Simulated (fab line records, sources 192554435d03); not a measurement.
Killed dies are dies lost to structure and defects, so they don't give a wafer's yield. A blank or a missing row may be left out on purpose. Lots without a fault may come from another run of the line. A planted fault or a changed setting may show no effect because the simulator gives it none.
fab line records | flow n5_finfet
record lots=14 wafers=42 last_day=18
route steps=1938 shown BEOL_M9@1465 BEOL_M10@1482
lots that met no fault: from a run of the same line without faults
start_h: hours from the record's first day to the start of the lot's first wafer shown | wait_h: hours since the lot's step before | " the same as in the row above | L1.1+2: a row that stands for several wafers | - no value, or no start given | * or withheld: withheld | < > ~ a bound
route shown NAME@n: a module of which the file shows steps, and the number in the route of the first | usual: mean/standard deviation of fault-free wafers | same: alike in all rows | chamber/n: place in a boat | sites: the reading at each site | _std_site: their standard deviation | _edge_site: outer sites' mean less inner sites' | radius_mm: how far each site lies from the wafer's centre | mask NAME#n: copy n | behind: the tool/chamber that last shaped the wafer | hold: why the lot was held/for how many hours/how that ended | device: the transistor (n, p or np) that didn't switch | end of line: the same wafers' tests at the end of the route | a step without rows: its recipe alone | killed: dies lost to structure and defects at the first sort, not the wafer's yield | map: a wafer's dies, x killed, . not, _ none there
set.NAME: the setting as run; set.NAME@STEP: as run at that earlier step | model.NAME: the simulator's own value behind a step, which no gauge read
steps of the route over a sample of lots; a table a step, a row a wafer
services: from which hour (start_h, from the record's first day; less than 0 if before it) a tool's chamber was out of use, for how many hours, and why
## steps
# step N5_BEOL_M9_THK_MEAS_53
# recipe thk_meas_gauge=xrf reads=Cu_of_BEOL_M9_ECD_50
# usual M9_THK=142/3
# columns lot.wafer tool chamber start_h wait_h M9_THK[nm]
L214.2 film_metro-01 - 206.46 - 142
L214.4 " - " " 140
L214.6 " - " " 143
L213.3 film_metro-02 - 206.91 - 146
L213.5 " - " " 144
L213.6 " - " " 144
L217.1 film_metro-02 - 230.88 - 143
L217.5 " - " " 144
L217.6 " - " " 144
L219.1 film_metro-01 - 245.38 - 147
L219.3 " - " " 146
L219.6 " - " " 147
L220.1 film_metro-01 - 253.46 - 144
L220.2 " - " " 145
L220.5 " - " " 141
L225.2 film_metro-02 - 286.53 - 145
L225.3 " - " " 142
L225.5 " - " " 145
L226.1 film_metro-02 - 291.80 - 143
L226.4 " - " " 141
L226.5 " - " " 146
L228.1 film_metro-02 - 314.18 - 144
L228.5 " - " " 140
L228.6 " - " " 143
L232.1 film_metro-02 - 331.21 - 142
L232.4 " - " " 143
L232.6 " - " " 144
L231.1 film_metro-01 - 342.97 - 142
L231.3 " - " " 142
L231.4 " - " " 143
L233.2 film_metro-02 - 347.47 - 145
L233.4 " - " " 145
L233.5 " - " " 144
L234.3 film_metro-01 - 359.60 - 145
L234.5 " - " " 144
L234.6 " - " " 145
L235.1 film_metro-01 - 364.71 - 137
L235.4 " - " " 137
L235.5 " - " " 138
L236.1 film_metro-02 - 379.91 - 145
L236.5 " - " " 146
L236.6 " - " " 140
# step N5_BEOL_M9_DEP_56
# recipe material=SiCN target_thk_a=150 temp_c=withheld precursor=3MS/NH3 pressure_torr=3 rf_w=202 time_s=26.5
# usual showerhead_plenum_p_Torr=3.666/0.0096 throttle_valve_pct=9.1/0.63
# columns lot.wafer tool chamber start_h wait_h showerhead_plenum_p_Torr throttle_valve_pct
L214.2 pecvd-04 2 206.54 0.0 3.662 8.5
L214.4 " 2 " " 3.655 8.7
L214.6 " 2 " " 3.661 8.7
L213.3 pecvd-02 1 207.01 0.0 3.668 8.6
L213.5 " 0 " " 3.674 9.4
L213.6 " 1 " " 3.664 8.8
L217.1 pecvd-04 0 230.95 0.0 3.664 10.4
L217.5 " 2 " " 3.663 8.6
L217.6 " 0 " " 3.651 10.2
L219.1 pecvd-04 0 245.45 0.0 3.652 10.5
L219.3 " 2 " " 3.659 8.6
L219.6 " 0 " " 3.649 10.2
L220.1 pecvd-02 2 253.52 0.0 3.681 7.9
L220.2 " 1 " " 3.664 8.8
L220.5 " 1 " " 3.666 8.9
L225.2 pecvd-03 1 286.59 0.0 3.669 8.8
L225.3 " 0 " " 3.681 9.4
L225.5 " 0 " " 3.678 9.5
L226.1 pecvd-03 1 291.86 0.0 3.661 8.8
L226.4 " 1 " " 3.683 8.5
L226.5 " 2 " " 3.665 9.0
L228.1 pecvd-02 2 314.25 0.0 3.673 8.1
L228.5 " 2 " " 3.681 8.2
L228.6 " 0 " " 3.666 9.6
L232.1 pecvd-02 2 331.28 0.0 3.674 8.2
L232.4 " 0 " " 3.680 9.4
L232.6 " 1 " " 3.655 9.0
L231.1 pecvd-04 1 343.03 0.0 3.656 8.9
L231.3 " 0 " " 3.656 10.5
L231.4 " 1 " " 3.667 8.7
L233.2 pecvd-04 0 347.53 0.0 3.650 10.5
L233.4 " 2 " " 3.666 8.8
L233.5 " 1 " " 3.661 8.6
L234.3 pecvd-03 1 359.66 0.0 3.677 8.9
L234.5 " 2 " " 3.671 9.3
L234.6 " 1 " " 3.670 8.5
L235.1 pecvd-04 0 364.77 0.0 3.653 10.6
L235.4 " 1 " " 3.660 8.4
L235.5 " 2 " " 3.661 8.4
L236.1 pecvd-02 1 379.97 0.0 3.661 9.2
L236.5 " 2 " " 3.671 8.1
L236.6 " 1 " " 3.646 9.0
# step N5_BEOL_M10_DEVELOP_10
# recipe develop_time_s=30 developer=TMAH resist=CAR-ArF rinse_liquid=diw dry=air_spin dev_temp_c=23
# usual chill_plate_temp_C=23.01/0.11 develop_time_s=30/0
# columns lot.wafer tool chamber start_h wait_h chill_plate_temp_C develop_time_s
L214.2 litho_track-05 0 208.84 - 22.98 30
L214.4 " 0 " " 23.00 30
L214.6 " 0 " " 23.07 30
L213.3 litho_track-02 0 209.02 - 23.04 30
L213.5 " 0 " " 22.93 30
L213.6 " 0 " " 23.00 30
L217.1 litho_track-05 0 234.76 - 23.00 30
L217.5 " 0 " " 23.00 30
L217.6 " 0 " " 22.93 30
L219.1 litho_track-02 0 247.97 - 22.91 30
L219.3 " 0 " " 22.93 30
L219.6 " 0 " " 23.01 30
L220.1 litho_track-01 0 256.44 - 22.99 30
L220.2 " 0 " " 23.14 30
L220.5 " 0 " " 23.09 30
L225.2 litho_track-01 0 289.80 - 22.99 30
L225.3 " 0 " " 23.12 30
L225.5 " 0 " " 23.06 30
L226.1 litho_track-02 - 293.30 - - -
L226.4 " - " " - -
L226.5 " - " " - -
L228.1 litho_track-02 - 318.03 - - -
L228.5 " - " " - -
L228.6 " - " " - -
L232.1 litho_track-01 0 333.32 - 23.11 30
L232.4 " 0 " " 23.10 30
L232.6 " 0 " " 23.16 30
L231.1 litho_track-02 0 345.37 - 23.09 30
L231.3 " 0 " " 22.94 30
L231.4 " 0 " " 22.91 30
L233.2 litho_track-05 0 349.49 - 23.06 30
L233.4 " 0 " " 23.00 30
L233.5 " 0 " " 22.87 30
L234.3 litho_track-05 0 362.01 - 22.92 30
L234.5 " 0 " " 22.96 30
L234.6 " 0 " " 23.14 30
L235.1 litho_track-01 0 368.46 - 22.88 30
L235.4 " 0 " " 23.06 30
L235.5 " 0 " " 22.84 30
L236.1 litho_track-05 0 381.37 - 23.00 30
L236.5 " 0 " " 22.98 30
L236.6 " 0 " " 22.78 30
# step N5_BEOL_M10_CD_MEAS_11
# recipe target_cd_nm=64.1 landing_energy_ev=500 detector=se_inlens polarity=opening
# usual cd_nm=63.8/0.69
# columns lot.wafer tool chamber start_h wait_h cd_nm
L214.2 cd_sem-03 0 208.90 - 64.3
L214.4 " 0 " " 65.0
L214.6 " 0 " " 64.5
L213.3 cd_sem-03 0 209.08 - 63.2
L213.5 " 0 " " 63.4
L213.6 " 0 " " 63.3
L217.1 cd_sem-02 0 234.82 - 63.8
L217.5 " 0 " " 64.2
L217.6 " 0 " " 64.8
L219.1 cd_sem-01 0 248.03 - 63.1
L219.3 " 0 " " 63.1
L219.6 " 0 " " 62.7
L220.1 cd_sem-02 0 256.50 - 63.5
L220.2 " 0 " " 64.1
L220.5 " 0 " " 64.2
L225.2 cd_sem-02 0 289.86 - 63.3
L225.3 " 0 " " 63.6
L225.5 " 0 " " 63.4
L226.1 cd_sem-02 0 293.36 - -
L226.4 " 0 " " -
L226.5 " 0 " " -
L228.1 cd_sem-03 0 318.08 - -
L228.5 " 0 " " -
L228.6 " 0 " " -
L232.1 cd_sem-02 0 333.38 - 65.1
L232.4 " 0 " " 64.3
L232.6 " 0 " " 64.3
L231.1 cd_sem-03 0 345.43 - 63.3
L231.3 " 0 " " 62.8
L231.4 " 0 " " 63.6
L233.2 cd_sem-01 0 349.55 - 64.4
L233.4 " 0 " " 63.8
L233.5 " 0 " " 63.5
L234.3 cd_sem-01 0 362.07 - 64.0
L234.5 " 0 " " 64.0
L234.6 " 0 " " 63.1
L235.1 cd_sem-01 0 368.52 - 65.2
L235.4 " 0 " " 63.7
L235.5 " 0 " " 62.6
L236.1 cd_sem-01 0 381.43 - 63.6
L236.5 " 0 " " 64.9
L236.6 " 0 " " 63.6
## services
# columns tool chamber start_h hours kind
pecvd-02 - 183.88 14.6 pm
pecvd-02 2 202.38 - clean
pecvd-02 2 202.38 - consumable_replace:showerhead
pecvd-02 2 202.38 29.0 scheduled_down
pecvd-02 2 202.38 29.0 vent_cycle
pecvd-04 1 206.45 5.5 scheduled_down
pecvd-04 0 216.06 5.5 scheduled_down
pecvd-04 1 226.55 5.5 scheduled_down
pecvd-02 2 242.56 2.1 scheduled_down
litho_track-01 - 262.23 - consumable_replace:filter
pecvd-02 - 271.91 2.8 pm
pecvd-03 - 275.45 6.0 pm
pecvd-03 0 324.67 - clean
pecvd-03 0 324.67 29.5 scheduled_down
pecvd-03 0 324.67 29.5 vent_cycle
litho_track-01 - 353.04 - consumable_replace:filter
## key
first_sign step=N5_BEOL_M10_DEVELOP_10 reading=tool_record direction=missing
effect none on later readings
met_at N5_BEOL_M10_DEVELOP_10
struck_lots L226,L228
later_rows_left_out L226.1,L226.4,L226.5,L228.1,L228.5,L228.6
sort_left_out L226.1,L226.4,L226.5,L228.1,L228.5,L228.6
not_acting_at N5_BEOL_M9_THK_MEAS_53,N5_BEOL_M9_DEP_56,N5_BEOL_M10_CD_MEAS_11
onset_between 247.97 293.30
fault kind=skipped_step_whole tool=litho_track-02 chamber=- onset_h=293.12 steps=N5_BEOL_M10_DEVELOP_10 scope=struck_lots_only
# sort_left_out: the simulated sort isn't trusted on such a fault, so these wafers' sort isn't shown, and their yield isn't known
# later_rows_left_out: the simulator's readings of these wafers behind a module that went badly wrong aren't trusted and aren't shown, but for the sort
